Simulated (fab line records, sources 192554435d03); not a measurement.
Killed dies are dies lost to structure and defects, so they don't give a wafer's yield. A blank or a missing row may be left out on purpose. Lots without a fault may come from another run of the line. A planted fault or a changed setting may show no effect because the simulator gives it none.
fab line records | flow n5_finfet
record lots=7 wafers=18 last_day=20
route steps=1938 shown BEOL_M11@1578 PASSIVATION@1936
lots that met no fault: from a run of the same line without faults
start_h: hours from the record's first day to the start of the lot's first wafer shown | wait_h: hours since the lot's step before | " the same as in the row above | L1.1+2: a row that stands for several wafers | - no value, or no start given | * or withheld: withheld | < > ~ a bound
route shown NAME@n: a module of which the file shows steps, and the number in the route of the first | usual: mean/standard deviation of fault-free wafers | same: alike in all rows | chamber/n: place in a boat | sites: the reading at each site | _std_site: their standard deviation | _edge_site: outer sites' mean less inner sites' | radius_mm: how far each site lies from the wafer's centre | mask NAME#n: copy n | behind: the tool/chamber that last shaped the wafer | hold: why the lot was held/for how many hours/how that ended | device: the transistor (n, p or np) that didn't switch | end of line: the same wafers' tests at the end of the route | a step without rows: its recipe alone | killed: dies lost to structure and defects at the first sort, not the wafer's yield | map: a wafer's dies, x killed, . not, _ none there
set.NAME: the setting as run; set.NAME@STEP: as run at that earlier step | model.NAME: the simulator's own value behind a step, which no gauge read
lots at some steps of the route; a table a step, a row a wafer
services: from which hour (start_h, from the record's first day; less than 0 if before it) a tool's chamber was out of use, for how many hours, and why
## steps
# step N5_BEOL_M11_TRENCH_ETCH_37
# recipe chemistry=C4F6/O2 target_depth_a=1488.3 target=SiCOH_lowk time_s=48 ion_energy_ev=250 pressure_mtorr=30 source_w=345 bias_w=185 Ar_flow_sccm=300 C4F6_flow_sccm=10 O2_flow_sccm=10
# usual drypump_motor_current_A=5.7/0.38 oes_product_au=0.82/0.084 rf_vpp_V=660/13 showerhead_plenum_p_Torr=2.85/0.09 throttle_valve_pct=20.81/0.21
# columns lot.wafer tool chamber start_h wait_h drypump_motor_current_A oes_product_au rf_hours_counter_h rf_vpp_V showerhead_plenum_p_Torr throttle_valve_pct
L808.1 rie_diel-06 2 - - 5.1 0.83 59 635 2.92 20.69
L808.2 " 0 " " 6.2 0.77 123 650 2.84 20.69
L808.5 " 0 " " 6.3 0.76 - 649 2.84 20.67
L813.5 rie_diel-02 0 - - 5.8 0.91 - 652 2.82 21.09
L813.6 " 3 " " 5.9 0.72 - 680 2.91 20.84
L817.5 rie_diel-03 2 - - 6.2 0.83 - 665 2.95 20.63
L817.6 " 0 " " 6.1 0.79 - 676 2.81 20.50
L812.1 rie_diel-03 0 - - 6.2 0.78 164 677 2.81 20.51
L812.3 " 3 " " 5.2 0.84 79 655 3.02 20.97
L812.5 " 2 " " 6.2 0.81 - 664 2.95 20.65
L820.2 rie_diel-03 1 - - 5.8 0.96 13 656 2.89 21.05
L820.6 " 3 " " 5.2 0.85 - 656 3.01 20.98
L826.2 rie_diel-03 2 - - 6.3 0.78 135 666 2.93 20.67
L826.3 " 1 " " 5.8 0.91 31 656 2.88 21.08
L826.5 " 1 " " 5.7 0.91 - 658 2.88 21.05
L830.1 rie_diel-06 2 - - 5.2 0.79 94 635 2.90 20.75
L830.5 " 1 " " 5.5 0.93 - 659 2.88 20.51
L830.6 " 0 " " 6.3 0.74 - 647 2.82 20.74
# step N5_BEOL_M11_ETCH_41
# recipe chemistry=CH3F/O2 target=SiCN target_depth_a=426 taper_deg=2 time_s=86 ion_energy_ev=120 mask_material=TiN pressure_mtorr=30 source_w=395 bias_w=75 Ar_flow_sccm=150 CH3F_flow_sccm=30 O2_flow_sccm=20
# step N5_BEOL_M11_STRIP_77
# recipe chemistry=N2/H2 time_s=10 power_w=450 temp_c=40 pressure_mtorr=20 rf_frequency_hz=6e+07 bias_power_w=7 n2_flow_sccm=200 h2_flow_sccm=200
# usual drypump_motor_current_A=5.7/0.38 h2_flow_sccm=199.9/0.57 oes_product_au=0.82/0.084 rf_vpp_V=59.2/0.87 showerhead_plenum_p_Torr=2.54/0.098 throttle_valve_pct=23.5/0.4
# columns lot.wafer tool chamber start_h wait_h drypump_motor_current_A h2_flow_sccm oes_product_au rf_hours_counter_h rf_vpp_V showerhead_plenum_p_Torr throttle_valve_pct
L808.1 rie_diel-06 2 - - 5.2 199.2 0.83 59 59.3 2.58 23.3
L808.2 " 0 " " 6.2 198.8 0.77 123 60.2 2.52 23.0
L808.5 " 0 " " 6.2 200.2 0.78 - 57.7 2.52 23.0
L813.5 rie_diel-02 0 - - 5.7 200.0 0.93 - 59.6 2.51 24.2
L813.6 " 3 " " 5.9 200.3 0.71 - 59.0 2.61 23.7
L817.5 rie_diel-03 2 - - 6.3 199.3 0.82 - 61.1 2.69 23.8
L817.6 " 0 " " 6.2 199.2 0.78 - 58.7 2.53 23.2
L812.1 rie_diel-03 0 - - 6.1 200.5 0.77 164 58.6 2.53 23.2
L812.3 " 3 " " 5.2 200.3 0.83 79 58.3 2.69 23.8
L812.5 " 2 " " 6.2 199.6 0.81 - 57.8 2.69 23.8
L820.2 rie_diel-03 1 - - 5.7 201.6 0.96 13 59.3 2.58 23.9
L820.6 " 3 " " 5.2 200.3 0.83 - 58.3 2.69 23.8
L826.2 rie_diel-03 2 - - 6.3 200.5 0.78 135 58.9 2.67 23.8
L826.3 " 1 " " 5.8 200.6 0.90 31 59.6 2.57 24.0
L826.5 " 1 " " 5.7 200.1 0.91 - 58.5 2.57 24.0
L830.1 rie_diel-06 2 - - 5.2 199.9 0.79 94 58.5 2.57 23.3
L830.5 " 1 " " 5.5 200.5 0.94 - 59.3 2.58 23.0
L830.6 " 0 " " 6.3 199.7 0.74 - 58.9 2.50 23.0
# step N5_BEOL_M11_OCD_MEAS_38
# usual trench_depth_nm=151/3.4
# columns lot.wafer tool chamber start_h wait_h trench_depth_nm
L808.1 ocd-01 - 299.00 - 146
L808.2 " - " " 152
L808.5 " - " " 150
L813.5 ocd-01 - 337.32 - 150
L813.6 " - " " 150
L817.5 ocd-02 - 341.91 - 153
L817.6 " - " " 159
L812.1 ocd-01 - 346.07 - 161
L812.3 " - " " 149
L812.5 " - " " 151
L820.2 ocd-02 - 363.48 - 153
L820.6 " - " " 153
L826.2 ocd-02 - 422.86 - 150
L826.3 " - " " 151
L826.5 " - " " 151
L830.1 ocd-01 - 433.34 - 146
L830.5 " - " " 156
L830.6 " - " " 150
# step N5_BEOL_M11_HM_STRIP_39
# recipe chemistry=peroxide_tin_strip material=TiN target_depth_a=250 temp_c=50 time_s=158
# step N5_BEOL_M11_SRD_40
# recipe time_s=30 temp_c=23 rinse_liquid=diw dry=ipa_marangoni
# step N5_BEOL_M11_PRECLEAN_42
# recipe chemistry=residue_remover time_s=60 temp_c=40
# step N5_BEOL_M11_SRD_43
# recipe time_s=30 temp_c=23 rinse_liquid=diw dry=ipa_marangoni
# step N5_BEOL_M11_CD_MEAS_35
# recipe target_cd_nm=70 polarity=opening
# usual cd_nm=69.7/0.91
# columns lot.wafer tool chamber start_h wait_h cd_nm
L808.1 cd_sem-01 - 299.15 0.0 69.3
L808.2 " - " " 68.8
L808.5 " - " " 69.0
L813.5 cd_sem-03 - 337.47 0.0 70.6
L813.6 " - " " 71.6
L817.5 cd_sem-02 - 342.07 0.0 71.0
L817.6 " - " " 69.3
L812.1 cd_sem-03 - 346.22 0.0 69.4
L812.3 " - " " 69.3
L812.5 " - " " 69.3
L820.2 cd_sem-02 - 363.63 0.0 68.1
L820.6 " - " " 68.3
L826.2 cd_sem-02 - 423.02 0.0 68.2
L826.3 " - " " 70.0
L826.5 " - " " 70.0
L830.1 cd_sem-02 - 433.49 0.0 69.0
L830.5 " - " " 68.7
L830.6 " - " " 69.4
# step N5_BEOL_M11_CURE_72
# recipe temp_c=370 time_s=120 ambient=DMADMS/He material=SiCOH_lowk
# step N5_BEOL_M11_DEGAS_44
# recipe ambient=vacuum temp_c=250 time_s=60
# usual heater_power_w=324/26
# columns lot.wafer tool chamber start_h wait_h heater_power_w
L808.1 pvd_sputter-03 - 299.87 0.4 318
L808.2 " - " " 304
L808.5 " - " " 304
L813.5 pvd_sputter-03 - 338.43 0.7 321
L813.6 " - " " 324
L817.5 pvd_sputter-03 - 342.90 0.6 325
L817.6 " - " " 290
L812.1 pvd_sputter-03 - 346.79 0.5 328
L812.3 " - " " 299
L812.5 " - " " 326
L820.2 pvd_sputter-01 - 364.17 0.4 330
L820.6 " - " " 327
L826.2 pvd_sputter-01 - 425.02 1.9 347
L826.3 " - " " 317
L826.5 " - " " 339
L830.1 pvd_sputter-03 - 435.61 2.0 293
L830.5 " - " " 327
L830.6 " - " " 321
# step N5_BEOL_M11_PRE_CLEAN_45
# recipe gas=H2/He time_s=30 temp_c=250
# usual heater_power_w=324/26
# columns lot.wafer tool chamber start_h wait_h heater_power_w
L808.1 pvd_sputter-03 - 299.91 0.0 321
L808.2 " - " " 293
L808.5 " - " " 294
L813.5 pvd_sputter-03 - 338.47 0.0 328
L813.6 " - " " 322
L817.5 pvd_sputter-03 - 342.94 0.0 326
L817.6 " - " " 298
L812.1 pvd_sputter-03 - 346.83 0.0 332
L812.3 " - " " 298
L812.5 " - " " 320
L820.2 pvd_sputter-01 - 364.21 0.0 342
L820.6 " - " " 322
L826.2 pvd_sputter-01 - 425.06 0.0 333
L826.3 " - " " 322
L826.5 " - " " 347
L830.1 pvd_sputter-03 - 435.65 0.0 298
L830.5 " - " " 318
L830.6 " - " " 324
# step N5_BEOL_M11_ALD_74
# recipe material=TaN target_thk_a=20 temp_c=275 ald_precursor_family=PDMAT ald_co_reactant=NH3 pressure_torr=3 carrier_flow_sccm=1500 pulse_time_s=2 purge_time_s=3 co_reactant_purge_time_s=2 co_reactant_pulse_time_s=3 ald_cycles=40 precursor_vessel_temp_c=75 precursor_vessel_pressure_torr=26.25 precursor_vessel_carrier_sccm=1000
# usual ald_cycles=40/0 heater_power_outer_w=231/27 heater_power_w=407/43
# columns lot.wafer tool chamber start_h wait_h ald_cycles heater_power_outer_w heater_power_w model.TaN_of_BEOL_M11_ALD_74.thk_nm
L808.1 ald_metal-01 2 299.97 0.0 40 221 408 2
L808.2 " 3 " " 40 222 384 2
L808.5 " 1 " " 40 207 376 2
L813.5 ald_metal-01 2 338.64 0.2 31 224 407 1.6
L813.6 " 1 " " 40 207 382 2
L817.5 ald_metal-01 3 343.16 0.2 31 221 372 1.6
L817.6 " 1 " " 40 208 367 2
L812.1 ald_metal-02 3 346.90 0.1 40 263 463 2
L812.3 " 2 " " 40 186 353 2
L812.5 " 0 " " 40 281 456 2
L820.2 ald_metal-01 3 364.29 0.1 31 222 373 1.6
L820.6 " 3 " " 40 217 364 2
L826.2 ald_metal-02 2 425.13 0.0 40 188 359 2
L826.3 " 3 " " 40 262 470 2
L826.5 " 1 " " 40 230 391 2
L830.1 ald_metal-04 0 435.71 0.0 40 249 419 2
L830.5 " 1 " " 40 211 337 2
L830.6 " 2 " " 40 233 426 2
# step N5_BEOL_M11_SURFACE_TREAT_76
# recipe gas=Ar time_s=* ion_energy_ev=* ion_current_ma_cm2=0.5 pressure_mtorr=* ar_flow_sccm=30
# usual throttle_valve_pct=*
# columns lot.wafer tool chamber start_h wait_h throttle_valve_pct
L808.1 pvd_sputter-03 - 300.31 0.2 *
L808.2 " - " " *
L808.5 " - " " *
L813.5 pvd_sputter-03 - 338.87 0.1 *
L813.6 " - " " *
L817.5 pvd_sputter-02 - 343.40 0.1 *
L817.6 " - " " *
L812.1 pvd_sputter-01 - 347.19 0.2 *
L812.3 " - " " *
L812.5 " - " " *
L820.2 pvd_sputter-01 - 364.65 0.2 *
L820.6 " - " " *
L826.2 pvd_sputter-02 - 425.50 0.2 *
L826.3 " - " " *
L826.5 " - " " *
L830.1 pvd_sputter-03 - 436.25 0.4 *
L830.5 " - " " *
L830.6 " - " " *
# step N5_PASSIVATION_PROBE_49
# usual defect_limited_yield=91.4/1.4 killed_at_M0_to_M3=34/9.1 killed_at_M4_up=14/5.2 killed_at_contacts=12/6.4 killed_at_front_end=38/11 killed_at_other=3.7/2.8 killed_dies=102/17 killed_open=68/13 killed_short=32/7.8 sort_bin_4_leakage=0.05/0.3 sort_bin_5_function=5.1/1 sort_bin_6_memory=3.2/0.66 sort_bin_8_speed=0.1/0.92 sort_n_pass=1076/19 sort_yield_pct=91.2/1.6
# same gross_dies=1180 killed_at_back_side=0
# columns lot.wafer tool chamber start_h wait_h defect_limited_yield[%] killed_at_M0_to_M3 killed_at_M4_up killed_at_contacts killed_at_front_end killed_at_other killed_dies killed_open killed_short sort_bin_4_leakage[%] sort_bin_5_function[%] sort_bin_6_memory[%] sort_bin_8_speed[%] sort_n_pass sort_yield_pct[%]
L813.5 prober-01 - 387.75 0.2 91.7 28 14 6 47 3 98 60 35 0.08 5.3 2.5 2.1 1057 89.6
L817.5 prober-02 - 394.42 0.2 91.3 31 15 11 39 7 103 69 30 0.93 4.3 4.2 0 1066 90.3
# killed by level:class
L813.5 STI_FIN_REVEAL:geometric_particle:open=14 FIN_SAQP:geometric_particle:short=12 BEOL_M2:geometric_particle:open=12 GATE_CUT:geometric_particle:short=5 BEOL_M0_SAQP:geometric_particle:short=5 BEOL_M1:geometric_particle:open=5 MOL_CONTACT_COAG:geometric_particle:open=4 BEOL_M3:geometric_particle:open=4
L817.5 MOL_CONTACT_COAG:geometric_particle:open=10 BEOL_M0_SAQP:geometric_particle:short=8 FIN_SAQP:geometric_particle:open=7 FIN_SAQP:geometric_particle:short=7 DUMMY_GATE:geometric_particle:open=7 BEOL_M2:geometric_particle:open=7 BEOL_M4:geometric_particle:open=7 BEOL_M0_SAQP:geometric_particle:open=6
## services
# columns tool chamber start_h hours kind
rie_diel-03 1 291.62 - clean
rie_diel-03 1 291.62 - consumable_replace:focus_ring
rie_diel-03 1 291.62 13.8 scheduled_down
rie_diel-03 1 291.62 13.8 vent_cycle
ald_metal-01 0 297.04 3.2 repair
ald_metal-02 0 313.72 13.2 repair
rie_diel-03 1 329.37 6.6 repair
ald_metal-01 0 336.39 13.5 repair
ald_metal-04 - 337.25 14.0 pm
rie_diel-03 1 340.94 8.2 repair
rie_diel-03 0 353.27 4.3 repair
ald_metal-01 1 363.82 - calibration
ald_metal-04 1 368.78 6.7 repair
ald_metal-02 0 371.08 3.7 repair
rie_diel-02 0 384.42 8.9 repair
ald_metal-01 - 389.66 1.8 repair
rie_diel-02 1 402.36 6.6 repair
rie_diel-02 2 408.53 8.2 repair
rie_diel-06 - 416.45 15.6 pm
ald_metal-01 0 417.85 5.1 repair
pvd_sputter-03 - 423.06 8.9 repair
rie_diel-03 1 423.86 10.7 repair
rie_diel-02 3 433.54 - clean
rie_diel-03 2 433.58 1.2 repair
## key
first_sign step=N5_BEOL_M11_ALD_74 reading=ald_cycles direction=down sigmas=99+ usual=* struck=*
effect none on later readings
model_effect step=N5_BEOL_M11_ALD_74 value=TaN_of_BEOL_M11_ALD_74.thk_nm without=2 struck=1.6
met_at N5_BEOL_M11_ALD_74
struck_wafers L813.5,L817.5,L820.2
onset_between 299.97 338.64
fault kind=process_parameter_drift tool=ald_metal-01 chamber=- onset_h=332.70 steps=N5_BEOL_M11_ALD_74 channel=ald_cycles offset=* shape=step end_h=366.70 scope=struck_wafers_only acts_in=* stated=*
